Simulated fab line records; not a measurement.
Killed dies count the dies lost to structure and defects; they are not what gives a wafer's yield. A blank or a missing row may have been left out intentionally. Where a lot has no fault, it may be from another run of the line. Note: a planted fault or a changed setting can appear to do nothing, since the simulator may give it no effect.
Which of the tools did it? / flow n5-finfet / 25 wafers from 10 lots sampled at 7 of the route's 1938 steps

## WHAT EACH GAUGE READ, for each wafer
N5_PMOS_HMC_CHANNEL_EPI_THK_MEAS_22.
lot=L133; measured=day 2 07:25; on=film-metro-02; HMC_CMP_THK (nm)=52.6 55.2
lot=L137; measured=day 3 07:41; on=film-metro-02; HMC_CMP_THK (nm)=55.4 52.5 52.5
lot=L140; measured=day 4 02:09; on=film-metro-02; HMC_CMP_THK (nm)=55.2 54.7 53.5
lot=L141; measured=day 4 07:49; on=film-metro-01; HMC_CMP_THK (nm)=54.9 52.9 52.7
lot=L142; measured=day 4 13:20; on=film-metro-01; HMC_CMP_THK (nm)=53.9 53.4 52.4
lot=L149; measured=day 6 08:09; on=film-metro-02; HMC_CMP_THK (nm)=54.3 53.6
lot=L150; measured=day 6 13:31; on=film-metro-01; HMC_CMP_THK (nm)=54.6 54.1 52.2
lot=L151; measured=day 6 19:43; on=film-metro-02; HMC_CMP_THK (nm)=53.5 55.3
lot=L152; measured=day 7 01:34; on=film-metro-02; HMC_CMP_THK (nm)=52.2 54.1
lot=L153; measured=day 7 07:24; on=film-metro-02; HMC_CMP_THK (nm)=55.0 54.4

N5_FIN_SAQP_CD_MEAS_16 targets a cd of 35.6 nm.
lot=L133; measured=day 2 09:35; on=cd-sem-03; cd-nm (nm)=36.0 35.7
lot=L137; measured=day 3 10:28; on=cd-sem-01; cd-nm (nm)=35.5 35.2 35.7
lot=L140; measured=day 4 04:00; on=cd-sem-02; cd-nm (nm)=35.7 35.9 35.3
lot=L141; measured=day 4 09:53; on=cd-sem-01; cd-nm (nm)=35.8 35.0 35.5
lot=L142; measured=day 4 15:16; on=cd-sem-02; cd-nm (nm)=35.7 35.0 35.2
lot=L149; measured=day 6 09:56; on=cd-sem-01; cd-nm (nm)=35.4 34.8
lot=L150; measured=day 6 15:14; on=cd-sem-02; cd-nm (nm)=35.6 35.2 35.4
lot=L151; measured=day 6 21:23; on=cd-sem-03; cd-nm (nm)=35.1 35.6
lot=L152; measured=day 7 03:22; on=cd-sem-01; cd-nm (nm)=35.2 35.1
lot=L153; measured=day 7 09:16; on=cd-sem-03; cd-nm (nm)=35.9 35.1

N5_FIN_SAQP_CD_MEAS_27 targets a cd of 20 nm.
lot=L133; measured=day 2 12:03; on=cd-sem-03; cd-nm (nm)=20.18 20.57
lot=L137; measured=day 3 12:40; on=cd-sem-02; cd-nm (nm)=19.71 20.55 20.68
lot=L140; measured=day 4 06:13; on=cd-sem-02; cd-nm (nm)=- - -
lot=L141; measured=day 4 13:56; on=cd-sem-03; cd-nm (nm)=- - -
lot=L142; measured=day 4 19:08; on=cd-sem-02; cd-nm (nm)=- - -
lot=L149; measured=day 6 12:09; on=cd-sem-03; cd-nm (nm)=20.64 20.07
lot=L150; measured=day 6 17:20; on=cd-sem-02; cd-nm (nm)=20.15 19.94 20.48
lot=L151; measured=day 6 23:54; on=cd-sem-03; cd-nm (nm)=20.42 20.38
lot=L152; measured=day 7 05:49; on=cd-sem-01; cd-nm (nm)=20.29 20.19
lot=L153; measured=day 7 12:01; on=cd-sem-03; cd-nm (nm)=20.09 19.93

N5_BEOL_M4_RC_MEAS_101.
lot=L133; measured=day 8 04:13; on=prober-01; DIBL_N (mV/V)=32.7 35.3; DIBL_P (mV/V)=32.0 35.6; IOFF_N (nA/um)=0.112 0.149; IOFF_P (nA/um)=0.15 0.19; ION_N (uA/um)=668 671; ION_P (uA/um)=454 462; SS_N (mV/dec)=70.4 71.5; SS_P (mV/dec)=72.0 72.9; VT_N (mV)=253 249; VT_P (mV)=-257 -253
lot=L137; measured=day 9 12:29; on=prober-01; DIBL_N (mV/V)=37.1 37.2 36.6; DIBL_P (mV/V)=36.7 35.5 35.7; IOFF_N (nA/um)=0.159 0.166 0.150; IOFF_P (nA/um)=0.21 0.20 0.19; ION_N (uA/um)=679 671 683; ION_P (uA/um)=467 459 461; SS_N (mV/dec)=72.0 72.2 71.2; SS_P (mV/dec)=73.0 72.8 72.2; VT_N (mV)=250 247 249; VT_P (mV)=-252 -250 -250
lot=L149; measured=day 12 16:46; on=prober-01; DIBL_N (mV/V)=36.1 34.9; DIBL_P (mV/V)=36.7 35.5; IOFF_N (nA/um)=0.142 0.133; IOFF_P (nA/um)=0.19 0.18; ION_N (uA/um)=666 673; ION_P (uA/um)=457 463; SS_N (mV/dec)=71.4 71.2; SS_P (mV/dec)=73.5 72.8; VT_N (mV)=254 252; VT_P (mV)=-251 -251
lot=L150; measured=day 12 16:40; on=prober-02; DIBL_N (mV/V)=35.7 38.5 37.5; DIBL_P (mV/V)=34.2 38.1 35.7; IOFF_N (nA/um)=0.147 0.206 0.178; IOFF_P (nA/um)=0.22 0.27 0.23; ION_N (uA/um)=666 692 697; ION_P (uA/um)=458 471 476; SS_N (mV/dec)=71.0 72.0 71.6; SS_P (mV/dec)=72.6 74.1 73.1; VT_N (mV)=250 245 249; VT_P (mV)=-248 -246 -250
lot=L151; measured=day 13 12:14; on=prober-01; DIBL_N (mV/V)=33.4 32.2; DIBL_P (mV/V)=31.5 30.3; IOFF_N (nA/um)=0.118 0.107; IOFF_P (nA/um)=0.16 0.15; ION_N (uA/um)=669 668; ION_P (uA/um)=455 461; SS_N (mV/dec)=71.0 69.9; SS_P (mV/dec)=72.4 72.7; VT_N (mV)=252 255; VT_P (mV)=-255 -254
lot=L152; measured=day 13 12:34; on=prober-02; DIBL_N (mV/V)=34.3 34.5; DIBL_P (mV/V)=34.8 34.4; IOFF_N (nA/um)=0.135 0.128; IOFF_P (nA/um)=0.20 0.18; ION_N (uA/um)=665 665; ION_P (uA/um)=463 462; SS_N (mV/dec)=71.1 70.9; SS_P (mV/dec)=73.0 73.1; VT_N (mV)=251 253; VT_P (mV)=-249 -252
lot=L153; measured=day 13 18:03; on=prober-01; DIBL_N (mV/V)=36.7 35.5; DIBL_P (mV/V)=35.4 34.4; IOFF_N (nA/um)=0.172 0.151; IOFF_P (nA/um)=0.21 0.20; ION_N (uA/um)=682 684; ION_P (uA/um)=463 465; SS_N (mV/dec)=71.5 71.0; SS_P (mV/dec)=73.3 73.7; VT_N (mV)=247 246; VT_P (mV)=-250 -248

## WHICH TOOL RAN EACH LOT (tool, then ch and the chambers of the sampled wafers, then the start)
lot=L133; N5_FIN_SAQP_PECVD_47=pecvd-04 ch 0,1, day 2 09:04; N5_FIN_SAQP_HM_OPEN_73=rie-diel-02 ch 1,2, day 2 09:53; N5_FIN_SAQP_MANDREL_ETCH_22=rie-si-04 ch 0,1, day 2 09:58
lot=L137; N5_FIN_SAQP_PECVD_47=pecvd-03 ch 0,1, day 3 09:49; N5_FIN_SAQP_HM_OPEN_73=rie-diel-02 ch 0,2,3, day 3 10:46; N5_FIN_SAQP_MANDREL_ETCH_22=rie-si-06 ch 1,2,3, day 3 10:51
lot=L140; N5_FIN_SAQP_PECVD_47=pecvd-02 ch 0,1,2, day 4 03:22; N5_FIN_SAQP_HM_OPEN_73=rie-diel-03 ch 0,1,3, day 4 04:24; N5_FIN_SAQP_MANDREL_ETCH_22=rie-si-02 ch 1,2, day 4 04:28
lot=L141; N5_FIN_SAQP_PECVD_47=pecvd-04 ch 0,1,2, day 4 09:20; N5_FIN_SAQP_HM_OPEN_73=rie-diel-03 ch 1,3, day 4 10:22; N5_FIN_SAQP_MANDREL_ETCH_22=rie-si-02 ch 0,1,2, day 4 10:26
lot=L142; N5_FIN_SAQP_PECVD_47=pecvd-04 ch 0,1, day 4 14:44; N5_FIN_SAQP_HM_OPEN_73=rie-diel-02 ch 1,2, day 4 15:40; N5_FIN_SAQP_MANDREL_ETCH_22=rie-si-06 ch 0,2,3, day 4 15:44
lot=L149; N5_FIN_SAQP_PECVD_47=pecvd-02 ch 1, day 6 09:23; N5_FIN_SAQP_HM_OPEN_73=rie-diel-02 ch 0,2, day 6 10:13; N5_FIN_SAQP_MANDREL_ETCH_22=rie-si-02 ch 0,2, day 6 10:18
lot=L150; N5_FIN_SAQP_PECVD_47=pecvd-02 ch 0,2, day 6 14:41; N5_FIN_SAQP_HM_OPEN_73=rie-diel-03 ch 2,3, day 6 15:31; N5_FIN_SAQP_MANDREL_ETCH_22=rie-si-06 ch 1,3, day 6 15:36
lot=L151; N5_FIN_SAQP_PECVD_47=pecvd-04 ch 0,1, day 6 20:51; N5_FIN_SAQP_HM_OPEN_73=rie-diel-03 ch 0,1, day 6 21:41; N5_FIN_SAQP_MANDREL_ETCH_22=rie-si-02 ch 0,3, day 6 21:46
lot=L152; N5_FIN_SAQP_PECVD_47=pecvd-04 ch 1,2, day 7 02:44; N5_FIN_SAQP_HM_OPEN_73=rie-diel-03 ch 3, day 7 03:40; N5_FIN_SAQP_MANDREL_ETCH_22=rie-si-02 ch 1,3, day 7 03:45
lot=L153; N5_FIN_SAQP_PECVD_47=pecvd-04 ch 0,2, day 7 08:44; N5_FIN_SAQP_HM_OPEN_73=rie-diel-03 ch 0,2, day 7 10:03; N5_FIN_SAQP_MANDREL_ETCH_22=rie-si-02 ch 0,1, day 7 10:09
- N5_FIN_SAQP_PECVD_47: deposits a-Si from SiH4/He, target thk 45 nm, time 36.3 s.
- N5_FIN_SAQP_HM_OPEN_73: chemistry CHF3/O2, target SiO2, stops on a-Si, target depth 12 nm, time 16.8 s.
- N5_FIN_SAQP_MANDREL_ETCH_22: etches a-Si in HBr/Cl2, stops on SiNx, target depth 60 nm, bt time 10 s, time 30 s.

## AS READ BY THE TOOLS THEMSELVES (means over the sampled wafers that have a number; for cases with no such wafer, the mark the record gives instead)
N5_FIN_SAQP_PECVD_47.
lot=L133; tool=pecvd-04; heater-power-w (W)=788; showerhead-plenum-p-Torr (Torr)=5.63; throttle-valve-pct (%)=18.2
lot=L137; tool=pecvd-03; heater-power-w (W)=914; showerhead-plenum-p-Torr (Torr)=5.66; throttle-valve-pct (%)=18.9
lot=L140; tool=pecvd-02; heater-power-w (W)=769; showerhead-plenum-p-Torr (Torr)=5.67; throttle-valve-pct (%)=18.6
lot=L141; tool=pecvd-04; heater-power-w (W)=774; showerhead-plenum-p-Torr (Torr)=5.64; throttle-valve-pct (%)=18.2
lot=L142; tool=pecvd-04; heater-power-w (W)=813; showerhead-plenum-p-Torr (Torr)=5.63; throttle-valve-pct (%)=17.9
lot=L149; tool=pecvd-02; heater-power-w (W)=714; showerhead-plenum-p-Torr (Torr)=5.67; throttle-valve-pct (%)=19.0
lot=L150; tool=pecvd-02; heater-power-w (W)=801; showerhead-plenum-p-Torr (Torr)=5.64; throttle-valve-pct (%)=18.6
lot=L151; tool=pecvd-04; heater-power-w (W)=742; showerhead-plenum-p-Torr (Torr)=5.62; throttle-valve-pct (%)=18.3
lot=L152; tool=pecvd-04; heater-power-w (W)=750; showerhead-plenum-p-Torr (Torr)=5.66; throttle-valve-pct (%)=18.4
lot=L153; tool=pecvd-04; heater-power-w (W)=746; showerhead-plenum-p-Torr (Torr)=5.67; throttle-valve-pct (%)=18.2

N5_FIN_SAQP_HM_OPEN_73.
lot=L133; tool=rie-diel-02; CHF3_flow_sccm (sccm)=49.99; O2_flow_sccm (sccm)=4.990; drypump-motor-current-A (A)=5.7; oes_o_777_au (a.u.)=0.71; oes-product-au (a.u.)=0.42; rf-vpp-V (V)=531; showerhead-plenum-p-Torr (Torr)=2.44; throttle-valve-pct (%)=18.81
lot=L137; tool=rie-diel-02; CHF3_flow_sccm (sccm)=49.91; O2_flow_sccm (sccm)=5.000; drypump-motor-current-A (A)=5.6; oes_o_777_au (a.u.)=0.77; oes-product-au (a.u.)=0.46; rf-vpp-V (V)=523; showerhead-plenum-p-Torr (Torr)=2.41; throttle-valve-pct (%)=18.88
lot=L140; tool=rie-diel-03; CHF3_flow_sccm (sccm)=-; O2_flow_sccm (sccm)=-; drypump-motor-current-A (A)=-; oes_o_777_au (a.u.)=-; oes-product-au (a.u.)=-; rf-vpp-V (V)=-; showerhead-plenum-p-Torr (Torr)=-; throttle-valve-pct (%)=-
lot=L141; tool=rie-diel-03; CHF3_flow_sccm (sccm)=-; O2_flow_sccm (sccm)=-; drypump-motor-current-A (A)=-; oes_o_777_au (a.u.)=-; oes-product-au (a.u.)=-; rf-vpp-V (V)=-; showerhead-plenum-p-Torr (Torr)=-; throttle-valve-pct (%)=-
lot=L142; tool=rie-diel-02; CHF3_flow_sccm (sccm)=-; O2_flow_sccm (sccm)=-; drypump-motor-current-A (A)=-; oes_o_777_au (a.u.)=-; oes-product-au (a.u.)=-; rf-vpp-V (V)=-; showerhead-plenum-p-Torr (Torr)=-; throttle-valve-pct (%)=-
lot=L149; tool=rie-diel-02; CHF3_flow_sccm (sccm)=49.97; O2_flow_sccm (sccm)=5.001; drypump-motor-current-A (A)=6.0; oes_o_777_au (a.u.)=0.83; oes-product-au (a.u.)=0.49; rf-vpp-V (V)=524; showerhead-plenum-p-Torr (Torr)=2.38; throttle-valve-pct (%)=18.98
lot=L150; tool=rie-diel-03; CHF3_flow_sccm (sccm)=49.88; O2_flow_sccm (sccm)=4.991; drypump-motor-current-A (A)=5.6; oes_o_777_au (a.u.)=0.89; oes-product-au (a.u.)=0.53; rf-vpp-V (V)=537; showerhead-plenum-p-Torr (Torr)=2.48; throttle-valve-pct (%)=18.68
lot=L151; tool=rie-diel-03; CHF3_flow_sccm (sccm)=50.01; O2_flow_sccm (sccm)=4.978; drypump-motor-current-A (A)=5.9; oes_o_777_au (a.u.)=0.90; oes-product-au (a.u.)=0.53; rf-vpp-V (V)=514; showerhead-plenum-p-Torr (Torr)=2.49; throttle-valve-pct (%)=18.86
lot=L152; tool=rie-diel-03; CHF3_flow_sccm (sccm)=50.04; O2_flow_sccm (sccm)=4.971; drypump-motor-current-A (A)=5.6; oes_o_777_au (a.u.)=0.85; oes-product-au (a.u.)=0.52; rf-vpp-V (V)=551; showerhead-plenum-p-Torr (Torr)=2.45; throttle-valve-pct (%)=18.58
lot=L153; tool=rie-diel-03; CHF3_flow_sccm (sccm)=50.08; O2_flow_sccm (sccm)=5.008; drypump-motor-current-A (A)=5.8; oes_o_777_au (a.u.)=0.86; oes-product-au (a.u.)=0.52; rf-vpp-V (V)=514; showerhead-plenum-p-Torr (Torr)=2.49; throttle-valve-pct (%)=19.03

N5_FIN_SAQP_MANDREL_ETCH_22.
lot=L133; tool=rie-si-04; drypump-motor-current-A (A)=5.29; oes-product-au (a.u.)=0.771; throttle-valve-pct (%)=34.84
lot=L137; tool=rie-si-06; drypump-motor-current-A (A)=5.88; oes-product-au (a.u.)=0.773; throttle-valve-pct (%)=35.49
lot=L140; tool=rie-si-02; drypump-motor-current-A (A)=5.88; oes-product-au (a.u.)=0.308; throttle-valve-pct (%)=36.48
lot=L141; tool=rie-si-02; drypump-motor-current-A (A)=6.04; oes-product-au (a.u.)=0.309; throttle-valve-pct (%)=36.37
lot=L142; tool=rie-si-06; drypump-motor-current-A (A)=6.13; oes-product-au (a.u.)=0.303; throttle-valve-pct (%)=36.22
lot=L149; tool=rie-si-02; drypump-motor-current-A (A)=6.02; oes-product-au (a.u.)=0.765; throttle-valve-pct (%)=35.42
lot=L150; tool=rie-si-06; drypump-motor-current-A (A)=5.70; oes-product-au (a.u.)=0.754; throttle-valve-pct (%)=35.63
lot=L151; tool=rie-si-02; drypump-motor-current-A (A)=5.96; oes-product-au (a.u.)=0.782; throttle-valve-pct (%)=35.36
lot=L152; tool=rie-si-02; drypump-motor-current-A (A)=5.90; oes-product-au (a.u.)=0.788; throttle-valve-pct (%)=35.43
lot=L153; tool=rie-si-02; drypump-motor-current-A (A)=6.17; oes-product-au (a.u.)=0.788; throttle-valve-pct (%)=35.33

## THE ANSWER, worked out from the rows above alone
Rule: what is usual is taken from the lots themselves. The widest of any qualifying gaps counts: lots, ordered by their means at a reading, are off when they make up no more than a third of the lots, leave a main group of 4 or more, and stand apart from it by 3 or more times the standard deviation of that group's means. A main group whose means are all the same, to the digits that the tables above print for the reading, isn't used. A lot without any number at a reading at which 4 lots or more have one is off too. All remaining lots with rows at the step are treated as sound. The gauges are gone through in route order, then the tools' own readings, and for those a lot's mean is taken as printed above. At the first step where some lot is off, the reading lying furthest off is the one used; lots without a number count as furthest.
Off, at N5_FIN_SAQP_CD_MEAS_27 on cd-nm: L140, L141, L142. Without a number there: L140, L141, L142. For the main group the mean is 20.27 nm and the standard deviation 0.13.
If a tool, at a process step before that reading, ran all the lots that are off and no sound lot after the first of them, it fits. Not tried: the gauges at N5_FIN_SAQP_CD_MEAS_27; whatever is off there is also off at N5_FIN_SAQP_HM_OPEN_73, on other tools, and gauge error can't account for it. No candidate that was tried fits.

## WHAT THE SIMULATOR HAD INSERTED
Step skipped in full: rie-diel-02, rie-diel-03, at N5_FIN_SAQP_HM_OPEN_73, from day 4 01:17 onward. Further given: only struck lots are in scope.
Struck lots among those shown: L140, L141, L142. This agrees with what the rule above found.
